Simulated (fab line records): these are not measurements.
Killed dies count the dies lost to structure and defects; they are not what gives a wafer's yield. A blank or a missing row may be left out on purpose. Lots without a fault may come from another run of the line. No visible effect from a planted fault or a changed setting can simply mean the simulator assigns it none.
fab line records -- flow n5_finfet -- part 1 of 2: steps 1 to 19 of 29
[record] lots = 5, wafers = 15, last_day = 14
route steps=1938 shown BEOL_M11@1565
lots that met no fault: taken from a fault-free run of the same line
start_h: hours from the record's opening day to when the first of the lot's shown wafers began -- wait_h: how many hours have passed since the lot's step before this one -- " repeats the value in the row above -- L1.1+2: a row that stands for several wafers -- - either no value or no given start -- * or withheld: withheld -- < > ~ a bound
route shown NAME@n: NAME is a module with steps in the file, n the number in the route of the first one -- usual: mean/standard deviation taken from wafers without a fault -- same: alike in all rows -- chamber/n: place in a boat -- sites: each site's reading -- _std_site: standard deviation of those values -- _edge_site: the outer-site mean with the inner-site mean subtracted -- radius_mm: for every site, how far away it sits from the centre of the wafer -- mask NAME#n: copy n -- behind: the tool/chamber that last shaped the wafer -- hold: the reason the lot was held/the length of the hold in hours/how it ended -- device: whichever transistor did not switch (one of n, p or np) -- end of line: the tests these same wafers got at the end of their route -- step lacking rows: just its recipe -- killed: count of dies lost to structure and defects at first sort (not the wafer's yield) -- map: a wafer's dies, x killed, . not, _ none there
set.NAME: setting as actually run; set.NAME@STEP: the setting as run at that earlier step -- model.NAME: the simulator's own value behind a step, which no gauge read
lots at selected steps of the route; one table per step, one row per wafer
services: a tool's chamber out of use, with start hour (start_h, from the record's first day; less than 0 if before it), hours out, and reason
[[steps]]
[step N5_BEOL_M11_EXPOSE_25]
[recipe] mask_id = V10, na = 1.35, source_shape = annular, sigma_inner = 0.5, sigma_outer = 0.8, polarization = unpolarized, dose_mj = 85.5
[usual] stage_vel_mm_s = 499.95/0.25
lot.wafer,tool,chamber,start_h,wait_h,mask,stage_vel_mm_s
L076.1,arfi_scanner-03,0,220.65,-,V10#0,500.26
L076.3,arfi_scanner-03,0,220.65,-,V10#0,500.08
L076.4,arfi_scanner-03,0,220.65,-,V10#0,499.84
L077.1,arfi_scanner-02,0,235.36,-,V10#0,499.41
L077.3,arfi_scanner-02,0,235.36,-,V10#0,499.76
L077.4,arfi_scanner-02,0,235.36,-,V10#0,499.56
L081.1,arfi_scanner-01,0,258.91,-,V10#0,499.82
L081.3,arfi_scanner-01,0,258.91,-,V10#0,500.38
L081.5,arfi_scanner-01,0,258.91,-,V10#0,500.30
L088.3,arfi_scanner-03,0,299.55,-,V10#0,500.46
L088.5,arfi_scanner-03,0,299.55,-,V10#0,499.96
L088.6,arfi_scanner-03,0,299.55,-,V10#0,500.18
L090.2,arfi_scanner-03,0,299.80,-,V10#0,500.09
L090.3,arfi_scanner-03,0,299.80,-,V10#0,499.90
L090.5,arfi_scanner-03,0,299.80,-,V10#0,500.03
[step N5_BEOL_M11_PEB_26]
[recipe] peb_temp_c = withheld, peb_time_s = 60, resist = CAR-ArF
lot.wafer,tool,chamber,start_h,wait_h
L076.1+3+4,litho_track-04,0,220.71,0.1
L077.1+3+4,litho_track-05,0,235.43,0.1
L081.1+3+5,litho_track-01,0,258.98,0.1
L088.3+5+6,litho_track-05,0,299.60,0.0
L090.2+3+5,litho_track-05,0,299.86,0.1
[step N5_BEOL_M11_DEVELOP_27]
[recipe] develop_time_s = 30, developer = TMAH, resist = CAR-ArF, rinse_liquid = diw, dry = air_spin, dev_temp_c = 23
[usual] developer_temp_C = 23.05/0.1
lot.wafer,tool,chamber,start_h,wait_h,developer_temp_C
L076.1,litho_track-04,0,-,-,23.27
L076.3,litho_track-04,0,-,-,23.29
L076.4,litho_track-04,0,-,-,23.16
L077.1,litho_track-05,0,-,-,23.09
L077.3,litho_track-05,0,-,-,23.01
L077.4,litho_track-05,0,-,-,23.18
L081.1,litho_track-01,0,-,-,23.04
L081.3,litho_track-01,0,-,-,22.98
L081.5,litho_track-01,0,-,-,22.97
L088.3,litho_track-05,0,-,-,22.96
L088.5,litho_track-05,0,-,-,22.91
L088.6,litho_track-05,0,-,-,23.18
L090.2,litho_track-05,0,-,-,23.00
L090.3,litho_track-05,0,-,-,23.05
L090.5,litho_track-05,0,-,-,23.02
[step N5_BEOL_M11_CD_MEAS_28]
[recipe] target_cd_nm = 70, landing_energy_ev = 500, detector = se_inlens, polarity = opening
[usual] cd_nm = 69.9/1.3
lot.wafer,tool,chamber,start_h,wait_h,cd_nm
L076.1,cd_sem-02,0,220.78,-,70.4
L076.3,cd_sem-02,0,220.78,-,70.6
L076.4,cd_sem-02,0,220.78,-,71.1
L077.1,cd_sem-02,0,235.49,-,68.9
L077.3,cd_sem-02,0,235.49,-,69.7
L077.4,cd_sem-02,0,235.49,-,68.0
L081.1,cd_sem-01,0,259.04,-,70.6
L081.3,cd_sem-01,0,259.04,-,70.9
L081.5,cd_sem-01,0,259.04,-,72.3
L088.3,cd_sem-01,0,299.66,-,68.3
L088.5,cd_sem-01,0,299.66,-,67.3
L088.6,cd_sem-01,0,299.66,-,68.8
L090.2,cd_sem-03,0,299.93,-,68.1
L090.3,cd_sem-03,0,299.93,-,68.6
L090.5,cd_sem-03,0,299.93,-,69.9
[step N5_BEOL_M11_OVL_MEAS_29]
[recipe] points_per_wafer = 44
[usual] V10_OVL = -0.4/0.82
[same] points_per_wafer = 44
lot.wafer,tool,chamber,start_h,wait_h,V10_OVL[nm]
L076.1,overlay-01,0,220.81,0.0,-1.8
L076.3,overlay-01,0,220.81,0.0,-0.5
L076.4,overlay-01,0,220.81,0.0,0.5
L077.1,overlay-02,0,235.52,0.0,1.0
L077.3,overlay-02,0,235.52,0.0,-1.4
L077.4,overlay-02,0,235.52,0.0,0.7
L081.1,overlay-02,0,259.07,0.0,-0.6
L081.3,overlay-02,0,259.07,0.0,-0.6
L081.5,overlay-02,0,259.07,0.0,-0.8
L088.3,overlay-02,0,299.69,0.0,-0.4
L088.5,overlay-02,0,299.69,0.0,0.3
L088.6,overlay-02,0,299.69,0.0,0.8
L090.2,overlay-01,0,299.96,0.0,0.1
L090.3,overlay-01,0,299.96,0.0,-0.6
L090.5,overlay-01,0,299.96,0.0,-1.5
[step N5_BEOL_M11_INSPECT_30]
[recipe] mode = adi, inspect_instrument = brightfield
[usual] raw_defect_count = 434/100
lot.wafer,tool,chamber,start_h,wait_h,raw_defect_count
L076.1,defect_inspect-01,-,220.83,0.0,431
L076.3,defect_inspect-01,-,220.83,0.0,464
L076.4,defect_inspect-01,-,220.83,0.0,440
L077.1,defect_inspect-02,-,235.55,0.0,531
L077.3,defect_inspect-02,-,235.55,0.0,524
L077.4,defect_inspect-02,-,235.55,0.0,304
L081.1,defect_inspect-01,-,259.10,0.0,424
L081.3,defect_inspect-01,-,259.10,0.0,232
L081.5,defect_inspect-01,-,259.10,0.0,435
L088.3,defect_inspect-02,-,299.72,0.0,394
L088.5,defect_inspect-02,-,299.72,0.0,479
L088.6,defect_inspect-02,-,299.72,0.0,436
L090.2,defect_inspect-01,-,299.98,0.0,454
L090.3,defect_inspect-01,-,299.98,0.0,294
L090.5,defect_inspect-01,-,299.98,0.0,464
[step N5_BEOL_M11_DESCUM_33]
[recipe] chemistry = O2, time_s = 7.9, source_power_w = 50, bias_power_w = 20, pressure_mtorr = 20, rf_frequency_hz = 2.712e+07, temp_c = 40, resist = CAR-ArF, o2_flow_sccm = 225
[usual] drypump_motor_current_A = 5.7/0.57, oes_product_au = 0.79/0.09, rf_vpp_V = 243.0/1.7, showerhead_plenum_p_Torr = 2.09/0.09, throttle_valve_pct = 20.38/0.21
lot.wafer,tool,chamber,start_h,wait_h,drypump_motor_current_A,oes_product_au,rf_hours_counter_h,rf_vpp_V,showerhead_plenum_p_Torr,throttle_valve_pct
L076.1,rie_diel-01,0,220.87,0.0,4.9,0.85,72,244.9,2.12,20.53
L076.3,rie_diel-01,1,220.87,0.0,5.8,0.83,53,243.7,2.13,20.55
L076.4,rie_diel-01,1,220.87,0.0,5.8,0.85,-,244.3,2.14,20.54
L077.1,rie_diel-05,0,235.62,0.1,5.6,0.75,136,238.5,1.95,20.56
L077.3,rie_diel-05,1,235.62,0.1,6.1,0.81,76,244.0,2.20,20.17
L077.4,rie_diel-05,2,235.62,0.1,6.8,0.79,119,246.1,2.19,20.00
L081.1,rie_diel-03,1,259.13,0.0,6.1,0.86,66,241.4,2.03,20.32
L081.3,rie_diel-03,2,259.13,0.0,5.0,0.73,183,240.5,2.01,20.46
L081.5,rie_diel-03,0,259.13,0.0,5.9,0.70,-,243.8,2.09,20.68
L088.3,rie_diel-05,2,299.91,0.2,6.7,0.78,139,244.0,2.19,20.02
L088.5,rie_diel-05,2,299.91,0.2,6.7,0.78,-,244.8,2.19,20.03
L088.6,rie_diel-05,3,299.91,0.2,5.7,0.67,-,245.0,2.17,20.35
L090.2,rie_diel-05,2,300.37,0.4,6.7,0.79,139,246.8,2.19,20.04
L090.3,rie_diel-05,3,300.37,0.4,5.8,0.68,248,244.2,2.17,20.34
L090.5,rie_diel-05,1,300.37,0.4,6.1,0.80,-,245.8,2.19,20.21
[step N5_BEOL_M11_ETCH_65]
[recipe] chemistry = CF4, target = SiARC, target_depth_a = 390, mask_material = CAR-ArF, time_s = 65, ion_energy_ev = 80, pressure_mtorr = 40, source_w = 545, bias_w = 36, Ar_flow_sccm = 100, cf4_flow_sccm = 100, ends = cleared
[usual] drypump_motor_current_A = 5.7/0.57, etch_rf_on_time_s = 64.4/1.4, oes_product_au = 0.68/0.076, rf_vpp_V = 183.9/1.4, showerhead_plenum_p_Torr = 2.13/0.083, throttle_valve_pct = 15.53/0.21
lot.wafer,tool,chamber,start_h,wait_h,drypump_motor_current_A,etch_rf_on_time_s,oes_product_au,rf_hours_counter_h,rf_vpp_V,showerhead_plenum_p_Torr,throttle_valve_pct
L076.1,rie_diel-01,0,220.90,0.0,4.9,63.6,0.73,72,184.4,2.16,15.55
L076.3,rie_diel-01,1,220.90,0.0,5.8,62.2,0.73,53,184.4,2.17,15.59
L076.4,rie_diel-01,1,220.90,0.0,5.8,62.5,0.74,-,183.3,2.17,15.57
L077.1,rie_diel-05,0,235.65,0.0,5.6,63.0,0.65,136,182.2,1.99,15.59
L077.3,rie_diel-05,1,235.65,0.0,6.1,65.1,0.69,76,185.8,2.25,15.39
L077.4,rie_diel-05,2,235.65,0.0,6.7,62.9,0.69,119,184.8,2.22,15.19
L081.1,rie_diel-03,1,259.17,0.0,6.1,65.2,0.73,66,183.2,2.08,15.44
L081.3,rie_diel-03,2,259.17,0.0,5.1,64.1,0.64,183,182.5,2.06,15.71
L081.5,rie_diel-03,0,259.17,0.0,5.9,67.7,0.60,-,184.8,2.13,15.77
L088.3,rie_diel-05,2,299.94,0.0,6.8,62.9,0.68,139,185.4,2.22,15.21
L088.5,rie_diel-05,2,299.94,0.0,6.8,63.3,0.68,-,183.9,2.22,15.23
L088.6,rie_diel-05,3,299.94,0.0,5.8,65.9,0.59,-,186.0,2.19,15.49
L090.2,rie_diel-05,2,300.41,0.0,6.7,63.1,0.68,139,185.1,2.22,15.22
L090.3,rie_diel-05,3,300.41,0.0,5.7,65.4,0.58,248,184.4,2.19,15.47
L090.5,rie_diel-05,1,300.41,0.0,6.1,64.7,0.68,-,185.7,2.24,15.44
[step N5_BEOL_M11_ETCH_66]
[recipe] chemistry = N2/H2, target = SOC, target_depth_a = 1200, overetch_a = 240, mask_material = SiARC, temp_c = 40, time_s = 180, ion_energy_ev = 200, pressure_mtorr = 30, source_w = 840, bias_w = 150, n2_flow_sccm = 200, h2_flow_sccm = 200
[usual] drypump_motor_current_A = 5.7/0.57, oes_product_au = 0.64/0.069, rf_vpp_V = 524/3.2, showerhead_plenum_p_Torr = 2.54/0.11, throttle_valve_pct = 17.76/0.25
lot.wafer,tool,chamber,start_h,wait_h,drypump_motor_current_A,oes_product_au,rf_hours_counter_h,rf_vpp_V,showerhead_plenum_p_Torr,throttle_valve_pct
L076.1,rie_diel-01,0,220.95,0.0,4.9,0.69,72,524,2.59,18.04
L076.3,rie_diel-01,1,220.95,0.0,5.8,0.68,54,524,2.58,17.75
L076.4,rie_diel-01,1,220.95,0.0,5.8,0.68,-,525,2.58,17.76
L077.1,rie_diel-05,0,235.70,0.0,5.6,0.60,136,519,2.34,17.77
L077.3,rie_diel-05,1,235.70,0.0,6.1,0.66,76,529,2.69,17.63
L077.4,rie_diel-05,2,235.70,0.0,6.8,0.64,119,527,2.67,17.48
L081.1,rie_diel-03,1,259.22,0.0,6.2,0.69,66,523,2.50,17.89
L081.3,rie_diel-03,2,259.22,0.0,5.1,0.60,183,523,2.41,17.58
L081.5,rie_diel-03,0,259.22,0.0,5.9,0.58,-,523,2.54,18.09
L088.3,rie_diel-05,2,299.99,0.0,6.8,0.63,139,527,2.66,17.49
L088.5,rie_diel-05,2,299.99,0.0,6.7,0.63,-,528,2.66,17.51
L088.6,rie_diel-05,3,299.99,0.0,5.8,0.56,-,525,2.59,17.46
L090.2,rie_diel-05,2,300.46,0.0,6.8,0.63,139,528,2.66,17.51
L090.3,rie_diel-05,3,300.46,0.0,5.8,0.56,248,526,2.59,17.48
L090.5,rie_diel-05,1,300.46,0.0,6.1,0.65,-,526,2.68,17.64
[step N5_BEOL_M11_STRIP_69]
[recipe] chemistry = N2/H2, temp_c = 40, n2_flow_sccm = 200, h2_flow_sccm = 200, rf_frequency_hz = 6e+07
lot.wafer,tool,chamber,start_h,wait_h
L076.1+3+4,rie_diel-01,"0,1,1",221.07,0.1
L077.1+3+4,rie_diel-05,"0,1,2",235.82,0.1
L081.1+3+5,rie_diel-03,"1,2,0",259.33,0.1
L088.3+5+6,rie_diel-05,"2,2,3",300.11,0.1
L090.2+3+5,rie_diel-05,"2,3,1",300.57,0.1
[step N5_BEOL_M11_VIA_ETCH_34]
[recipe] chemistry = C4F6/O2, target = SiCOH_lowk, target_depth_a = 1845, mask_material = SOC, taper_deg = 4, time_s = 69.2, ion_energy_ev = 250, pressure_mtorr = 30, source_w = 345, bias_w = 185, Ar_flow_sccm = 300, C4F6_flow_sccm = 10, O2_flow_sccm = 10
[usual] drypump_motor_current_A = 5.7/0.57, oes_product_au = 0.79/0.088, rf_vpp_V = 661/14, showerhead_plenum_p_Torr = 2.83/0.11, throttle_valve_pct = 20.78/0.25
lot.wafer,tool,chamber,start_h,wait_h,drypump_motor_current_A,oes_product_au,rf_hours_counter_h,rf_vpp_V,showerhead_plenum_p_Torr,throttle_valve_pct
L076.1,rie_diel-01,0,221.08,0.0,4.9,0.85,72,641,2.86,20.88
L076.3,rie_diel-01,1,221.08,0.0,5.8,0.85,54,676,2.89,20.94
L076.4,rie_diel-01,1,221.08,0.0,5.8,0.84,-,674,2.89,20.93
L077.1,rie_diel-05,0,235.83,0.0,5.6,0.75,136,635,2.64,20.91
L077.3,rie_diel-05,1,235.83,0.0,6.1,0.81,76,662,2.97,20.60
L077.4,rie_diel-05,2,235.83,0.0,6.7,0.80,119,663,2.94,20.32
L081.1,rie_diel-03,1,259.34,0.0,6.1,0.85,66,667,2.76,20.68
L081.3,rie_diel-03,2,259.34,0.0,5.0,0.74,183,657,2.73,20.94
L081.5,rie_diel-03,0,259.34,0.0,5.9,0.70,-,686,2.83,21.06
L088.3,rie_diel-05,2,300.12,0.0,6.7,0.78,139,663,2.94,20.33
L088.5,rie_diel-05,2,300.12,0.0,6.8,0.78,-,664,2.94,20.36
L088.6,rie_diel-05,3,300.12,0.0,5.8,0.68,-,678,2.91,20.66
L090.2,rie_diel-05,2,300.58,0.0,6.8,0.79,139,663,2.94,20.36
L090.3,rie_diel-05,3,300.58,0.0,5.8,0.68,248,680,2.91,20.65
L090.5,rie_diel-05,1,300.58,0.0,6.1,0.80,-,661,2.97,20.62
[step N5_BEOL_M11_STRIP_73]
[recipe] chemistry = C4F6/O2, resist = SiARC, rf_frequency_hz = 6e+07
lot.wafer,tool,chamber,start_h,wait_h
L076.1+3+4,rie_diel-01,"0,1,1",221.13,0.0
L077.1+3+4,rie_diel-05,"0,1,2",235.88,0.0
L081.1+3+5,rie_diel-03,"1,2,0",259.39,0.0
L088.3+5+6,rie_diel-05,"2,2,3",300.17,0.0
L090.2+3+5,rie_diel-05,"2,3,1",300.63,0.0
[step N5_BEOL_M11_STRIP_36]
[recipe] chemistry = N2/H2, power_w = 450, temp_c = 40, pressure_mtorr = 20, rf_frequency_hz = 6e+07, overash_fraction = 0.3, bias_power_w = 7, h2_frac = 0.5, n2_flow_sccm = 200, h2_flow_sccm = 200
[usual] drypump_motor_current_A = 5.7/0.57, oes_product_au = 0.79/0.09, rf_vpp_V = 59.0/1.8, showerhead_plenum_p_Torr = 2.53/0.11, throttle_valve_pct = 23.6/0.38
lot.wafer,tool,chamber,start_h,wait_h,drypump_motor_current_A,oes_product_au,rf_hours_counter_h,rf_vpp_V,showerhead_plenum_p_Torr,throttle_valve_pct
L076.1,rie_diel-01,0,221.14,0.0,4.9,0.84,72,60.0,2.59,24.1
L076.3,rie_diel-01,1,221.14,0.0,5.8,0.83,54,59.1,2.57,23.5
L076.4,rie_diel-01,1,221.14,0.0,5.9,0.83,-,60.0,2.57,23.5
L077.1,rie_diel-05,0,235.89,0.0,5.6,0.76,136,57.4,2.34,23.7
L077.3,rie_diel-05,1,235.89,0.0,6.1,0.79,76,61.5,2.69,23.4
L077.4,rie_diel-05,2,235.89,0.0,6.8,0.79,119,60.2,2.66,23.3
L081.1,rie_diel-03,1,259.40,0.0,6.1,0.86,67,57.3,2.49,23.9
L081.3,rie_diel-03,2,259.40,0.0,5.1,0.74,183,57.4,2.40,23.0
L081.5,rie_diel-03,0,259.40,0.0,5.9,0.73,-,59.4,2.53,24.1
L088.3,rie_diel-05,2,300.18,0.0,6.7,0.77,139,60.0,2.65,23.3
L088.5,rie_diel-05,2,300.18,0.0,6.8,0.78,-,59.5,2.65,23.3
L088.6,rie_diel-05,3,300.18,0.0,5.8,0.67,-,57.6,2.59,23.0
L090.2,rie_diel-05,2,300.64,0.0,6.8,0.78,139,58.0,2.65,23.3
L090.3,rie_diel-05,3,300.64,0.0,5.8,0.67,248,57.0,2.59,23.0
L090.5,rie_diel-05,1,300.64,0.0,6.1,0.78,-,54.2,2.68,23.4
[step N5_BEOL_M11_TRENCH_ETCH_37]
[recipe] chemistry = C4F6/O2, target_depth_a = 1488.3, target = SiCOH_lowk, time_s = 48, ion_energy_ev = 250, pressure_mtorr = 30, source_w = 345, bias_w = 185, Ar_flow_sccm = 300, C4F6_flow_sccm = 10, O2_flow_sccm = 10
[usual] drypump_motor_current_A = 5.7/0.57, oes_product_au = 0.79/0.089, rf_vpp_V = 661/14, showerhead_plenum_p_Torr = 2.83/0.11, throttle_valve_pct = 20.81/0.25
lot.wafer,tool,chamber,start_h,wait_h,drypump_motor_current_A,oes_product_au,rf_hours_counter_h,rf_vpp_V,showerhead_plenum_p_Torr,throttle_valve_pct
L076.1,rie_diel-01,0,-,-,4.9,0.85,72,643,2.86,20.90
L076.3,rie_diel-01,1,-,-,5.8,0.85,54,675,2.89,20.97
L076.4,rie_diel-01,1,-,-,5.8,0.84,-,675,2.89,20.97
L077.1,rie_diel-05,0,-,-,5.6,0.75,136,637,2.64,20.93
L077.3,rie_diel-05,1,-,-,6.1,0.81,76,662,2.98,20.62
L077.4,rie_diel-05,2,-,-,6.8,0.79,119,665,2.95,20.35
L081.1,rie_diel-03,1,-,-,6.1,0.85,67,669,2.76,20.72
L081.3,rie_diel-03,2,-,-,5.1,0.73,183,660,2.73,20.96
L081.5,rie_diel-03,0,-,-,6.0,0.71,-,686,2.83,21.09
L088.3,rie_diel-05,2,-,-,6.7,0.79,139,663,2.94,20.38
L088.5,rie_diel-05,2,-,-,6.8,0.79,-,664,2.94,20.37
L088.6,rie_diel-05,3,-,-,5.8,0.68,-,678,2.91,20.69
L090.2,rie_diel-05,2,-,-,6.8,0.78,139,663,2.94,20.38
L090.3,rie_diel-05,3,-,-,5.8,0.68,248,679,2.91,20.68
L090.5,rie_diel-05,1,-,-,6.1,0.80,-,661,2.97,20.66
[step N5_BEOL_M11_ETCH_41]
[recipe] chemistry = CH3F/O2, target = SiCN, target_depth_a = 426, taper_deg = 2, time_s = 86, ion_energy_ev = 120, mask_material = TiN, pressure_mtorr = 30, source_w = 395, bias_w = 75, Ar_flow_sccm = 150, CH3F_flow_sccm = 30, O2_flow_sccm = 20
[usual] drypump_motor_current_A = 5.7/0.57, oes_product_au = 0.79/0.088, rf_vpp_V = 297.1/1.9, showerhead_plenum_p_Torr = 1.99/0.08, throttle_valve_pct = 16.22/0.22
lot.wafer,tool,chamber,start_h,wait_h,drypump_motor_current_A,oes_product_au,rf_hours_counter_h,rf_vpp_V,showerhead_plenum_p_Torr,throttle_valve_pct
L076.1,rie_diel-01,0,-,-,4.9,0.86,72,297.9,2.02,16.30
L076.3,rie_diel-01,1,-,-,5.8,0.86,54,298.9,2.03,16.34
L076.4,rie_diel-01,1,-,-,5.7,0.85,-,297.7,2.03,16.33
L077.1,rie_diel-05,0,-,-,5.6,0.75,136,294.3,1.85,16.30
L077.3,rie_diel-05,1,-,-,6.1,0.81,76,300.5,2.09,16.04
L077.4,rie_diel-05,2,-,-,6.7,0.80,119,299.1,2.08,15.84
L081.1,rie_diel-03,1,-,-,6.1,0.85,67,295.1,1.93,16.12
L081.3,rie_diel-03,2,-,-,5.1,0.74,183,295.2,1.91,16.39
L081.5,rie_diel-03,0,-,-,5.9,0.70,-,296.7,1.99,16.52
L088.3,rie_diel-05,2,-,-,6.8,0.78,139,300.3,2.07,15.86
L088.5,rie_diel-05,2,-,-,6.7,0.79,-,298.8,2.07,15.89
L088.6,rie_diel-05,3,-,-,5.8,0.68,-,298.6,2.05,16.19
L090.2,rie_diel-05,2,-,-,6.7,0.78,139,299.5,2.07,15.89
L090.3,rie_diel-05,3,-,-,5.8,0.68,248,296.7,2.05,16.19
L090.5,rie_diel-05,1,-,-,6.1,0.79,-,299.0,2.09,16.08
[step N5_BEOL_M11_STRIP_77]
[recipe] chemistry = N2/H2, time_s = 10, power_w = 450, temp_c = 40, pressure_mtorr = 20, rf_frequency_hz = 6e+07, bias_power_w = 7, n2_flow_sccm = 200, h2_flow_sccm = 200
[usual] drypump_motor_current_A = 5.7/0.57, oes_product_au = 0.79/0.091, rf_vpp_V = 59.2/0.87, showerhead_plenum_p_Torr = 2.53/0.11, throttle_valve_pct = 23.6/0.38
lot.wafer,tool,chamber,start_h,wait_h,drypump_motor_current_A,oes_product_au,rf_hours_counter_h,rf_vpp_V,showerhead_plenum_p_Torr,throttle_valve_pct
L076.1,rie_diel-01,0,-,-,4.9,0.85,72,59.1,2.59,24.1
L076.3,rie_diel-01,1,-,-,5.8,0.84,54,59.7,2.57,23.5
L076.4,rie_diel-01,1,-,-,5.8,0.84,-,59.5,2.57,23.5
L077.1,rie_diel-05,0,-,-,5.6,0.75,136,57.7,2.34,23.7
L077.3,rie_diel-05,1,-,-,6.1,0.81,76,59.4,2.69,23.4
L077.4,rie_diel-05,2,-,-,6.7,0.80,119,59.4,2.66,23.3
L081.1,rie_diel-03,1,-,-,6.1,0.86,67,58.9,2.49,23.9
L081.3,rie_diel-03,2,-,-,5.1,0.74,183,59.0,2.40,23.1
L081.5,rie_diel-03,0,-,-,5.9,0.71,-,59.4,2.53,24.1
L088.3,rie_diel-05,2,-,-,6.8,0.77,139,58.1,2.65,23.3
L088.5,rie_diel-05,2,-,-,6.7,0.78,-,60.6,2.65,23.3
L088.6,rie_diel-05,3,-,-,5.8,0.67,-,59.0,2.59,23.0
L090.2,rie_diel-05,2,-,-,6.7,0.78,140,59.2,2.65,23.3
L090.3,rie_diel-05,3,-,-,5.8,0.67,248,59.9,2.59,23.0
L090.5,rie_diel-05,1,-,-,6.1,0.80,-,59.4,2.68,23.4
[step N5_BEOL_M11_OCD_MEAS_38]
[usual] trench_depth_nm = 148.1/2.5
lot.wafer,tool,chamber,start_h,wait_h,trench_depth_nm
L076.1,ocd-01,-,221.36,-,148.7
L076.3,ocd-01,-,221.36,-,150.7
L076.4,ocd-01,-,221.36,-,150.1
L077.1,ocd-02,-,236.11,-,151.2
L077.3,ocd-02,-,236.11,-,147.1
L077.4,ocd-02,-,236.11,-,149.8
L081.1,ocd-02,-,259.63,-,147.5
L081.3,ocd-02,-,259.63,-,146.7
L081.5,ocd-02,-,259.63,-,143.0
L088.3,ocd-02,-,300.41,-,151.9
L088.5,ocd-02,-,300.41,-,152.1
L088.6,ocd-02,-,300.41,-,146.9
L090.2,ocd-01,-,300.87,-,151.6
L090.3,ocd-01,-,300.87,-,146.9
L090.5,ocd-01,-,300.87,-,148.1
[step N5_BEOL_M11_HM_STRIP_39]
[recipe] chemistry = peroxide_tin_strip, material = TiN, target_depth_a = 250, temp_c = 50, time_s = 158
lot.wafer,tool,chamber,start_h,wait_h
L076.1+3+4,wet_bench-05,"5,3,7",221.39,0.0
L077.1+3+4,wet_bench-04,"6,2,3",236.14,0.0
L081.1+3+5,wet_bench-05,"7,5,0",259.66,0.0
L088.3+5+6,wet_bench-04,"0,4,1",300.44,0.0
L090.2+3+5,wet_bench-05,"5,7,1",300.90,0.0
[step N5_BEOL_M11_SRD_40]
[recipe] time_s = 30, temp_c = 23, rinse_liquid = diw, dry = ipa_marangoni
lot.wafer,tool,chamber,start_h,wait_h
L076.1+3+4,wet_bench-05,"5,3,7",221.44,0.0
L077.1+3+4,wet_bench-04,"6,2,3",236.19,0.0
L081.1+3+5,wet_bench-05,"7,5,0",259.70,0.0
L088.3+5+6,wet_bench-04,"0,4,1",300.49,0.0
L090.2+3+5,wet_bench-05,"5,7,1",300.95,0.0
